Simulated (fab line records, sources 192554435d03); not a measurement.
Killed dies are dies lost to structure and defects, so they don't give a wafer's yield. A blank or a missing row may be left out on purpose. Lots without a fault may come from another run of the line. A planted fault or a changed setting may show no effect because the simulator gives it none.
Chamber matching | flow n5_finfet | N5_BEOL_M1_CMP_52 on cmp-03: 4 sister chambers
The step polishes, stops on SiOC, t overpolish 6.8 s, target thk 40 nm. 4 wafers are shown with their chamber, then 7 later ones without.

WAFERS WITH THEIR CHAMBER
wafer  | chamber | motor_current_A (A)
L083.5 | 2       | 4.9
L085.5 | 1       | 6.7
L085.6 | 0       | 4.6
L087.5 | 3       | 7.2

WAFERS WITHOUT THEIR CHAMBER
wafer  | motor_current_A (A)
L087.6 | 4.6
L091.1 | 6.3
L091.4 | 4.6
L091.5 | 6.7
L093.1 | 6.9
L093.4 | 6.9
L093.6 | 7.7

WHICH CHAMBER EACH WENT THROUGH
wafer  | from the rows above     | in truth
L087.6 | can't be placed: 0 or 2 | 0
L091.1 | can't be placed: 1 or 3 | 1
L091.4 | can't be placed: 0 or 2 | 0
L091.5 | can't be placed: 1 or 3 | 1
L093.1 | can't be placed: 1 or 3 | 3
L093.4 | can't be placed: 1 or 3 | 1
L093.6 | can't be placed: 3 or 1 | 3
Placed correctly: 0 of 7. Can't be placed from these rows: 7 (the true chamber is among the candidates in 7). Placed wrongly: 0.
How it was worked out, from the rows above alone: a wafer's distance from a chamber is the root of the sum, over the readings, of the square of ((its reading less the chamber's mean) divided by the reading's scatter). The wafer belongs to the nearest chamber; if the next one is less than 2 further off, it can't be placed. A chamber's mean is the mean of its shown wafers. The scatter: with one shown wafer a chamber, the root of the mean of the squares of how far each hidden wafer lies from its nearest shown one.
